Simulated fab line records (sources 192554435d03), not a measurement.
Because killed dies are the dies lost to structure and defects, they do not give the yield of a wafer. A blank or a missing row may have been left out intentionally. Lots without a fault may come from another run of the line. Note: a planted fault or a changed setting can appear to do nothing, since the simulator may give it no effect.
Matching of chambers / flow n5 finfet / 4 sister chambers for N5_GATE_CUT_ETCH_28 on rie diel-02
The step etches underlayer in N2/H2, target depth 13 nm, time 10.4 s. 18 wafers are shown with their chamber, then 9 later ones without.

WAFERS, EACH WITH ITS CHAMBER
wafer=L075.2; chamber=3; showerhead plenum p Torr (Torr)=2.44; drypump motor current A (A)=5.9; throttle valve pct (%)=17.86
wafer=L075.3; chamber=1; showerhead plenum p Torr (Torr)=2.44; drypump motor current A (A)=5.5; throttle valve pct (%)=18.11
wafer=L075.4; chamber=3; showerhead plenum p Torr (Torr)=2.44; drypump motor current A (A)=5.9; throttle valve pct (%)=17.86
wafer=L079.3; chamber=0; showerhead plenum p Torr (Torr)=2.61; drypump motor current A (A)=4.8; throttle valve pct (%)=18.18
wafer=L079.5; chamber=3; showerhead plenum p Torr (Torr)=2.44; drypump motor current A (A)=5.9; throttle valve pct (%)=17.87
wafer=L079.6; chamber=2; showerhead plenum p Torr (Torr)=2.48; drypump motor current A (A)=6.1; throttle valve pct (%)=17.80
wafer=L081.1; chamber=1; showerhead plenum p Torr (Torr)=2.44; drypump motor current A (A)=5.6; throttle valve pct (%)=18.09
wafer=L081.3; chamber=0; showerhead plenum p Torr (Torr)=2.61; drypump motor current A (A)=4.8; throttle valve pct (%)=18.18
wafer=L081.6; chamber=2; showerhead plenum p Torr (Torr)=2.48; drypump motor current A (A)=6.0; throttle valve pct (%)=17.82
wafer=L085.2; chamber=3; showerhead plenum p Torr (Torr)=2.44; drypump motor current A (A)=6.0; throttle valve pct (%)=17.89
wafer=L085.3; chamber=0; showerhead plenum p Torr (Torr)=2.60; drypump motor current A (A)=4.8; throttle valve pct (%)=18.20
wafer=L085.6; chamber=3; showerhead plenum p Torr (Torr)=2.44; drypump motor current A (A)=5.9; throttle valve pct (%)=17.89
wafer=L089.2; chamber=3; showerhead plenum p Torr (Torr)=2.43; drypump motor current A (A)=5.9; throttle valve pct (%)=17.93
wafer=L089.4; chamber=1; showerhead plenum p Torr (Torr)=2.44; drypump motor current A (A)=5.6; throttle valve pct (%)=18.12
wafer=L089.5; chamber=2; showerhead plenum p Torr (Torr)=2.48; drypump motor current A (A)=6.1; throttle valve pct (%)=17.84
wafer=L091.1; chamber=1; showerhead plenum p Torr (Torr)=2.43; drypump motor current A (A)=5.6; throttle valve pct (%)=18.14
wafer=L091.4; chamber=2; showerhead plenum p Torr (Torr)=2.47; drypump motor current A (A)=6.0; throttle valve pct (%)=17.85
wafer=L091.6; chamber=3; showerhead plenum p Torr (Torr)=2.43; drypump motor current A (A)=5.9; throttle valve pct (%)=17.90

SIGNATURES (means of the wafers above)
reading=showerhead plenum p Torr; chamber 0=2.6067; chamber 1=2.4375; chamber 2=2.4775; chamber 3=2.4371; scatter within a chamber=0.00507
reading=drypump motor current A; chamber 0=4.800; chamber 1=5.575; chamber 2=6.050; chamber 3=5.914; scatter within a chamber=0.0432
reading=throttle valve pct; chamber 0=18.1867; chamber 1=18.1150; chamber 2=17.8275; chamber 3=17.8857; scatter within a chamber=0.0221
Rule: a wafer lies at a distance from a chamber equal to the root of the sum of squares, over the readings, of (its reading less the chamber's mean, divided by the reading's scatter). The wafer belongs to the nearest chamber; if the next one is less than 2 further off, it can't be placed. How the scatter is found: for the shown wafers, subtract from each reading the mean of its chamber, square and add these, divide the total by (wafers less chambers), then take the root.

WAFERS WHOSE CHAMBER IS MISSING
wafer=L092.1; showerhead plenum p Torr (Torr)=2.43; drypump motor current A (A)=5.6; throttle valve pct (%)=18.12
wafer=L092.2; showerhead plenum p Torr (Torr)=2.47; drypump motor current A (A)=6.1; throttle valve pct (%)=17.86
wafer=L092.5; showerhead plenum p Torr (Torr)=2.43; drypump motor current A (A)=5.9; throttle valve pct (%)=17.93
wafer=L094.1; showerhead plenum p Torr (Torr)=2.47; drypump motor current A (A)=6.1; throttle valve pct (%)=17.88
wafer=L094.4; showerhead plenum p Torr (Torr)=2.60; drypump motor current A (A)=4.8; throttle valve pct (%)=17.78
wafer=L094.5; showerhead plenum p Torr (Torr)=2.43; drypump motor current A (A)=5.6; throttle valve pct (%)=18.15
wafer=L097.4; showerhead plenum p Torr (Torr)=2.47; drypump motor current A (A)=6.1; throttle valve pct (%)=17.87
wafer=L097.5; showerhead plenum p Torr (Torr)=2.43; drypump motor current A (A)=5.6; throttle valve pct (%)=18.14
wafer=L097.6; showerhead plenum p Torr (Torr)=2.60; drypump motor current A (A)=4.8; throttle valve pct (%)=17.76

WHICH CHAMBER EACH WENT THROUGH
wafer=L092.1; from the rows above=1; in truth=1
wafer=L092.2; from the rows above=2; in truth=2
wafer=L092.5; from the rows above=3; in truth=3
wafer=L094.1; from the rows above=2; in truth=2
wafer=L094.4; from the rows above=0; in truth=0
wafer=L094.5; from the rows above=1; in truth=1
wafer=L097.4; from the rows above=2; in truth=2
wafer=L097.5; from the rows above=1; in truth=1
wafer=L097.6; from the rows above=0; in truth=0
Correct placement for 9 of the 9. Not placeable from these rows: 0. 0 placed wrongly.
